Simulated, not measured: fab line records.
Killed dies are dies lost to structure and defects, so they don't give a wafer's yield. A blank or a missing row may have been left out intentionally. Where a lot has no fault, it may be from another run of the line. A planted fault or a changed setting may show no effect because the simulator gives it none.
fab line records	flow nand-harc
record: lots: 12	wafers: 36	last-day: 24
route steps=1159 shown A_STAIRCASE@746 A_SGD_CUT@747 END@1159
lots untouched by any fault: they come from a run of this same line in which no faults occurred
start-h: hours from the record's first day to the start of the lot's first wafer shown	wait-h: hours from the lot's prior step to this one	" the same as in the row above	L1.1+2: one row covering several wafers at once	- no value, or no start given	* or withheld: withheld	< > ~ a bound
route shown NAME@n: names a module that has steps shown in the file, with the first one's number in the route	usual: mean and standard deviation over wafers with no fault	same: alike in all rows	chamber/n: place in a boat	sites: readings site by site	_std_site: their standard deviation	_edge_site: outer sites' mean less inner sites'	radius-mm: how far each site lies from the wafer's centre	mask NAME#n: copy n	behind: the tool/chamber that last shaped the wafer	hold: what put the lot on hold/how long, in hours/how the hold closed	device: names the non-switching transistor (n, p or np)	end of line: tests of these same wafers at the route's end	a step given without rows: its recipe and nothing more	killed: not the wafer's yield, but the dies lost to structure and defects at the first sort	map: per-die view of a wafer (x killed, . not killed, _ where there is no die)
set.NAME: the setting that was run; set.NAME@STEP: the one run at that earlier step	model.NAME: the simulator's own value behind a step, which no gauge read
steps of the route over a sample of lots; a table a step, a row a wafer
services: the hour from which a tool's chamber was out of use, counted from the record's first day as start-h (under 0 if before that day), plus the number of hours and why
== steps ==
step: NHARC_A_STAIRCASE_INSPECT_155
usual: raw-defect-count: 373/140
lot.wafer	tool	chamber	start-h	wait-h	raw-defect-count
L406.2	defect-inspect-01	-	313.24	0.1	275
L406.3	"	-	"	"	306
L406.5	"	-	"	"	293
L407.2	defect-inspect-02	-	319.20	0.1	321
L407.3	"	-	"	"	260
L407.4	"	-	"	"	262
L409.2	defect-inspect-02	-	319.44	0.1	275
L409.3	"	-	"	"	406
L409.6	"	-	"	"	292
L408.1	defect-inspect-02	-	324.31	0.1	705
L408.3	"	-	"	"	316
L408.6	"	-	"	"	310
L412.4	defect-inspect-01	-	359.30	0.1	414
L412.5	"	-	"	"	500
L412.6	"	-	"	"	443
L414.1	defect-inspect-01	-	360.89	0.1	492
L414.4	"	-	"	"	662
L414.5	"	-	"	"	498
L413.3	defect-inspect-02	-	363.64	0.1	338
L413.4	"	-	"	"	416
L413.6	"	-	"	"	371
L419.4	defect-inspect-02	-	382.95	0.1	382
L419.5	"	-	"	"	331
L419.6	"	-	"	"	252
L418.2	defect-inspect-01	-	383.14	0.1	449
L418.3	"	-	"	"	630
L418.5	"	-	"	"	406
L420.2	defect-inspect-02	-	394.55	0.1	441
L420.4	"	-	"	"	473
L420.5	"	-	"	"	556
L424.3	defect-inspect-01	-	411.24	0.1	439
L424.4	"	-	"	"	436
L424.6	"	-	"	"	668
L429.1	defect-inspect-01	-	449.01	0.1	283
L429.3	"	-	"	"	202
L429.6	"	-	"	"	274
step: NHARC_A_SGD_CUT_DEP_00
recipe: target-thk-a: 500	temp-c: 400	target-thk-nm: 50	flow-sccm: 200	rf-w: 450	material: SiNx
usual: heater-power-outer-w: 430/47	heater-power-w: 746/80
lot.wafer	tool	chamber	start-h	wait-h	heater-power-outer-w	heater-power-w
L406.2	pecvd-03	0	313.30	0.1	422	788
L406.3	"	2	"	"	444	818
L406.5	"	0	"	"	436	777
L407.2	pecvd-03	1	319.27	0.1	445	841
L407.3	"	2	"	"	466	819
L407.4	"	0	"	"	430	781
L409.2	pecvd-02	2	319.51	0.1	488	822
L409.3	"	1	"	"	451	686
L409.6	"	1	"	"	451	704
L408.3	pecvd-03	0	324.38	0.1	359	701
L408.1	"	1	"	"	378	748
L408.6	"	0	"	"	359	694
L412.5	pecvd-02	0	359.46	0.1	390	657
L412.6	"	1	"	"	443	702
L412.4	"	2	"	"	488	794
L414.1	pecvd-01	2	361.01	0.1	453	687
L414.4	"	1	"	"	446	797
L414.5	"	2	"	"	447	691
L413.3	pecvd-02	1	363.71	0.1	474	734
L413.6	"	1	"	"	474	723
L413.4	"	2	"	"	570	914
L419.5	pecvd-01	2	383.12	0.2	366	593
L419.6	"	0	"	"	361	602
L419.4	"	1	"	"	430	793
L418.3	pecvd-01	2	383.21	0.1	397	616
L418.2	"	0	"	"	456	742
L418.5	"	2	"	"	401	616
L420.2	pecvd-01	2	394.68	0.1	370	589
L420.5	"	0	"	"	380	649
L420.4	"	2	"	"	373	581
L424.3	pecvd-03	0	411.36	0.1	448	774
L424.4	"	1	"	"	434	858
L424.6	"	0	"	"	440	831
L429.3	pecvd-01	0	449.08	0.1	444	741
L429.1	"	1	"	"	451	793
L429.6	"	1	"	"	440	798
step: NHARC_A_SGD_CUT_DESCUM_14
recipe: time-s: 3	o2-flow-sccm: 200	ar-flow-sccm: 0	bias-power-w: 0	chemistry: O2
usual: drypump-motor-current-A: 5.5/0.56	o2-flow-sccm: 200.0/0.58	oes-product-au: 0.997/0.01	rf-vpp-V: 57.9/0.86	showerhead-plenum-p-Torr: 1.93/0.07	throttle-valve-pct: 11.311/0.0095
lot.wafer	tool	chamber	start-h	wait-h	drypump-motor-current-A	o2-flow-sccm	oes-product-au	rf-hours-counter-h	rf-vpp-V	showerhead-plenum-p-Torr	throttle-valve-pct
L406.2	rie-diel-04	2	314.09	0.1	4.8	199.7	1.003	2	57.2	1.83	11.302
L406.3	"	1	"	"	6.1	200.4	0.996	2	58.7	1.96	11.327
L406.5	"	2	"	"	4.8	200.0	1.000	-	57.2	1.83	11.312
L407.4	rie-diel-04	1	320.18	0.1	6.0	199.6	0.989	2	56.7	1.96	11.312
L407.3	"	2	"	"	4.9	200.0	0.988	2	57.4	1.83	11.318
L407.2	"	0	"	"	5.4	199.9	0.980	3	59.0	1.98	11.298
L409.2	rie-diel-06	1	320.42	0.1	4.8	199.5	1.007	4	57.8	2.02	11.332
L409.3	"	3	"	"	6.4	200.2	0.995	4	57.8	1.91	11.297
L409.6	"	2	"	"	5.7	199.8	0.997	-	58.8	1.89	11.302
L408.3	rie-diel-10	2	325.16	0.1	6.3	200.6	1.000	14	57.3	1.85	11.303
L408.1	"	3	"	"	5.4	199.6	1.019	14	60.1	1.87	11.312
L408.6	"	2	"	"	6.3	199.7	0.995	-	57.5	1.85	11.307
L412.4	rie-diel-06	3	360.28	0.1	6.4	200.3	0.995	6	58.0	1.91	11.312
L412.6	"	2	"	"	5.7	199.5	0.994	-	58.2	1.89	11.310
L412.5	"	3	"	"	6.5	200.7	0.994	-	58.5	1.91	11.313
L414.4	rie-diel-04	3	361.86	0.1	5.6	201.0	0.984	8	58.3	1.88	11.312
L414.1	"	1	"	"	6.0	199.9	0.997	7	58.2	1.96	11.299
L414.5	"	0	"	"	5.5	200.2	1.000	-	57.3	1.98	11.315
L413.4	rie-diel-04	0	364.63	0.1	5.4	199.6	0.996	8	57.5	1.98	11.299
L413.3	"	2	"	"	4.8	199.3	1.000	7	57.0	1.83	11.295
L413.6	"	3	"	"	5.6	199.2	1.002	-	56.8	1.88	11.315
L419.4	rie-diel-06	0	383.95	0.1	5.1	199.4	0.996	9	58.9	2.04	11.319
L419.5	"	3	"	"	6.4	200.1	0.991	-	57.9	1.91	11.316
L419.6	"	0	"	"	5.1	199.2	0.994	-	57.5	2.04	11.310
L418.2	rie-diel-10	1	384.12	0.1	4.6	200.2	1.008	2	58.0	2.03	11.306
L418.3	"	2	"	"	6.3	200.3	0.989	3	58.6	1.85	11.312
L418.5	"	2	"	"	6.3	200.4	0.984	-	57.8	1.85	11.304
L420.4	rie-diel-10	1	395.53	0.1	4.7	200.2	1.008	3	58.1	2.02	11.318
L420.2	"	2	"	"	6.3	199.9	0.988	4	57.1	1.85	11.325
L420.5	"	0	"	"	5.5	200.1	0.974	-	57.8	1.91	11.306
L424.4	rie-diel-06	2	412.10	0.1	5.7	199.7	1.000	10	58.4	1.89	11.324
L424.3	"	1	"	"	4.8	199.8	0.994	10	59.0	2.02	11.322
L424.6	"	2	"	"	5.7	199.4	0.997	-	55.9	1.89	11.316
L429.1	rie-diel-06	1	449.99	0.1	4.8	200.3	1.018	1	58.2	2.02	11.323
L429.3	"	3	"	"	6.4	201.1	0.999	2	57.2	1.91	11.310
L429.6	"	0	"	"	5.1	200.9	1.009	-	57.4	2.04	11.308
step: NHARC_A_SGD_CUT_ETCH_59
recipe: target-depth-a: 2600	over-etch-frac: 0.25	time-s: 406.25	ion-energy-ev: 200	n2-flow-sccm: 150	h2-flow-sccm: 150	ar-flow-sccm: 0	rf-w: 400	bias-w: 150	chemistry: N2/H2
usual: drypump-motor-current-A: 5.5/0.53	oes-product-au: 0.998/0.01	rf-vpp-V: 431.1/2.2	showerhead-plenum-p-Torr: 2.06/0.077	throttle-valve-pct: 14.171/0.009
lot.wafer	tool	chamber	start-h	wait-h	drypump-motor-current-A	oes-product-au	rf-hours-counter-h	rf-vpp-V	showerhead-plenum-p-Torr	throttle-valve-pct
L406.2	rie-diel-04	0	314.29	-	5.5	0.983	2	432.6	2.11	14.192
L406.3	"	2	"	"	4.8	0.998	2	428.7	1.95	14.162
L406.5	"	3	"	"	5.6	0.986	-	430.5	2.01	14.182
L407.2	rie-diel-04	3	320.35	-	5.6	0.996	3	430.6	2.01	14.166
L407.3	"	0	"	"	5.5	0.990	3	432.1	2.11	14.165
L407.4	"	1	"	"	6.0	0.986	2	433.0	2.09	14.171
L409.3	rie-diel-06	2	320.63	-	5.7	0.996	4	428.9	2.01	14.174
L409.2	"	0	"	"	5.1	0.998	4	433.7	2.19	14.160
L409.6	"	1	"	"	4.8	1.010	-	431.6	2.15	14.166
L408.1	rie-diel-10	2	325.37	-	6.3	0.992	15	429.0	1.97	14.181
L408.3	"	3	"	"	5.4	1.026	14	429.3	2.00	14.173
L408.6	"	1	"	"	4.6	0.991	-	434.2	2.16	14.165
L412.4	rie-diel-06	0	360.54	-	5.1	1.005	7	435.0	2.18	14.168
L412.6	"	1	"	"	4.8	0.999	-	433.7	2.15	14.166
L412.5	"	2	"	"	5.7	1.010	-	428.5	2.01	14.186
L414.1	rie-diel-04	3	362.07	-	5.6	1.006	8	430.5	2.01	14.162
L414.4	"	0	"	"	5.5	1.007	8	431.8	2.11	14.167
L414.5	"	3	"	"	5.6	0.998	-	430.0	2.01	14.164
L413.4	rie-diel-04	0	364.83	-	5.5	0.990	8	431.2	2.11	14.173
L413.3	"	1	"	"	6.0	1.008	7	430.6	2.09	14.168
L413.6	"	3	"	"	5.6	0.998	-	430.3	2.01	14.179
L419.4	rie-diel-06	0	384.21	-	5.1	1.003	9	434.0	2.18	14.167
L419.6	"	1	"	"	4.8	1.004	-	433.3	2.15	14.171
L419.5	"	2	"	"	5.7	1.006	-	429.3	2.01	14.173
L418.3	rie-diel-10	3	384.35	-	5.4	0.995	3	428.9	2.00	14.179
L418.2	"	0	"	"	5.5	0.974	2	431.2	2.03	14.155
L418.5	"	2	"	"	6.3	0.988	-	428.0	1.97	14.169
L420.4	rie-diel-10	0	395.96	-	5.5	0.988	3	431.0	2.03	14.174
L420.2	"	1	"	"	4.6	1.009	3	433.5	2.16	14.178
L420.5	"	3	"	"	5.4	1.010	-	428.4	1.99	14.156
L424.3	rie-diel-06	0	412.27	-	5.1	0.846	10	434.7	2.18	14.177
L424.4	"	3	"	"	6.4	0.852	10	431.1	2.03	14.153
L424.6	"	1	"	"	4.8	0.849	-	432.3	2.15	14.180
L429.1	rie-diel-06	1	450.19	-	4.8	0.876	1	432.6	2.15	14.161
L429.3	"	2	"	"	5.7	0.857	1	429.7	2.01	14.167
L429.6	"	1	"	"	4.8	0.866	-	435.3	2.15	14.176
step: NHARC_END_SORT_01
recipe: temp-c: 25
usual: killed-at-array: 26/9.7	killed-at-other: 1.0/1.2	killed-at-periphery: 3.9/2.6	killed-dies: 31/9.7	killed-open: 3.2/1.8	killed-short: 2.0/1.3
same: gross-dies: 677
lot.wafer	tool	chamber	start-h	wait-h	killed-at-array	killed-at-other	killed-at-periphery	killed-dies	killed-open	killed-short
L418.2	prober-01	0	504.92	2.8	19	3	6	28	2	2
L418.3	prober-01	0	505.72	3.1	14	1	8	23	4	3
L418.5	prober-01	0	507.33	3.7	29	2	5	36	4	5
L424.3	prober-02	0	551.65	3.1	549	0	7	556	2	2
L424.4	prober-02	0	552.45	3.4	490	0	3	493	1	1
L424.6	prober-02	0	554.04	4.0	487	0	6	493	5	2
L429.1	prober-02	0	579.55	2.5	548	0	3	551	3	2
L429.3	prober-02	0	581.13	3.1	558	0	4	562	6	2
L429.6	prober-02	0	583.49	3.9	516	0	4	520	8	2
killed by level:class
L418.2 A_SLIT:chamber-film-flake=12 P_CONTACT:chamber-film-flake=4 A_STAIRCASE:chamber-film-flake=4 THIN_TSV:chamber-film-flake=3 A_CHANNEL_FILL_D1:geometric-particle:short=2 P_BONDPAD:geometric-particle:open=1 A_CONTACT:geometric-particle:open=1 P_ZERO_WELL:chamber-film-flake=1
L418.3 A_SLIT:chamber-film-flake=5 P_CONTACT:chamber-film-flake=4 A_WL_FILL:geometric-particle:open=2 P_ZERO_WELL:chamber-film-flake=2 A_CHANNEL_HOLE_D1:chamber-film-flake=2 A_CONTACT:chamber-film-flake=2 P_CONTACT:geometric-particle:open=1 P_M0:geometric-particle:short=1
L418.5 A_SLIT:chamber-film-flake=9 A_CHANNEL_HOLE_D1:chamber-film-flake=5 P_CONTACT:chamber-film-flake=4 A_WL_FILL:chamber-film-flake=3 A_CHANNEL_FILL_D1:geometric-particle:short=2 A_WL_FILL:geometric-particle:open=2 A_STAIRCASE:chamber-film-flake=2 A_ONON_D1:geometric-particle:open=1
L424.3 A_SGD_CUT:area-etch=535 P_GATE:chamber-film-flake=4 A_CONTACT:chamber-film-flake=4 A_CHANNEL_HOLE_D1:chamber-film-flake=3 A_STAIRCASE:chamber-film-flake=2 A_M1:chamber-film-flake=2 P_CONTACT:geometric-particle:short=1 P_CONTACT:geometric-particle:open=1
L424.4 A_SGD_CUT:area-etch=475 A_CONTACT:chamber-film-flake=7 P_GATE:chamber-film-flake=3 A_CHANNEL_HOLE_D1:chamber-film-flake=2 A_STAIRCASE:chamber-film-flake=2 A_M0:geometric-particle:open=1 A_M0:geometric-particle:short=1 A_CHANNEL_FILL_D1:chamber-film-flake=1
L424.6 A_SGD_CUT:area-etch=467 A_CHANNEL_HOLE_D1:chamber-film-flake=8 P_GATE:chamber-film-flake=4 A_STAIRCASE:chamber-film-flake=4 A_CONTACT:chamber-film-flake=3 A_CONTACT:geometric-particle:open=2 P_STI:geometric-particle:open=1 P_GATE:geometric-particle:open=1
L429.1 A_SGD_CUT:area-etch=525 A_SLIT:chamber-film-flake=14 A_WL_FILL:chamber-film-flake=3 P_CONTACT:geometric-particle:short=1 P_M1:geometric-particle:open=1 A_ONON_D1:geometric-particle:short=1 A_CHANNEL_FILL_D1:geometric-particle:open=1 A_BLC:geometric-particle:open=1
L429.3 A_SGD_CUT:area-etch=525 A_SLIT:chamber-film-flake=21 A_CHANNEL_HOLE_D1:chamber-film-flake=5 A_CHANNEL_FILL_D1:geometric-particle:open=2 P_STI:geometric-particle:short=1 P_GATE:geometric-particle:open=1 P_CONTACT:geometric-particle:open=1 P_M0:geometric-particle:open=1
L429.6 A_SGD_CUT:area-etch=473 A_SLIT:chamber-film-flake=24 A_CHANNEL_HOLE_D1:chamber-film-flake=7 A_WL_FILL:chamber-film-flake=3 P_M0:geometric-particle:open=2 A_SGD_CUT:geometric-particle:open=2 A_M0:geometric-particle:open=2 A_CONTACT:chamber-film-flake=2
== services ==
tool	chamber	start-h	hours	kind
pecvd-03	-	292.23	13.0	pm
rie-diel-06	0	299.20	-	clean
rie-diel-06	1	299.20	-	clean
rie-diel-06	2	299.20	-	clean
rie-diel-06	3	299.20	-	clean
rie-diel-10	3	304.42	5.9	repair
rie-diel-04	2	318.05	1.9	repair
rie-diel-06	0	323.70	-	clean
rie-diel-06	1	323.70	-	clean
rie-diel-06	2	323.70	-	clean
rie-diel-06	3	323.70	-	clean
rie-diel-10	1	330.74	1.6	repair
pecvd-02	-	334.07	13.0	pm
rie-diel-06	0	348.20	-	clean
rie-diel-06	1	348.20	-	clean
rie-diel-06	2	348.20	-	clean
rie-diel-06	3	348.20	-	clean
rie-diel-04	3	349.22	6.0	repair
rie-diel-10	-	353.50	9.0	pm
pecvd-03	2	376.65	4.3	repair
rie-diel-06	-	379.04	0.3	repair
pecvd-01	-	418.20	13.0	pm
rie-diel-06	-	418.20	9.0	pm
pecvd-02	1	422.53	6.2	repair
== key ==
first-sign: step: NHARC_A_SGD_CUT_ETCH_59	reading: oes-product-au	direction: down	sigmas: 14	usual: 0.998	struck: 0.858
effect: step: NHARC_END_SORT_01	reading: killed-at-array	direction: up	sigmas: 52	usual: 26	struck: 525
more-kills-born-at: NHARC_A_SGD_CUT_ETCH_59@rie-diel-06: 3000
met-at NHARC_A_SGD_CUT_ETCH_59
struck-lots L424,L429
later-rows-left-out L424.3,L424.4,L424.6,L429.1,L429.3,L429.6
tester-left-out L424,L429
not-acting-at NHARC_A_STAIRCASE_INSPECT_155,NHARC_A_SGD_CUT_DEP_00,NHARC_A_SGD_CUT_DESCUM_14
onset-between 384.21 412.27
fault: kind: process-parameter-drift	tool: rie-diel-06	chamber: -	onset-h: 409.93	steps: NHARC_A_SGD_CUT_ETCH_59	channel: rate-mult	offset: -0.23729	shape: step	end-h: 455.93
tester-left-out: of these lots the tester's yield and bins aren't shown, on N5 and GAA mostly nor the transistor test; their killed dies are dies lost to structure and defects alone, not to doping, threshold or leakage, so they don't give the yield
later-rows-left-out: the simulator's readings of these wafers behind a module that went badly wrong aren't trusted and aren't shown, but for the sort
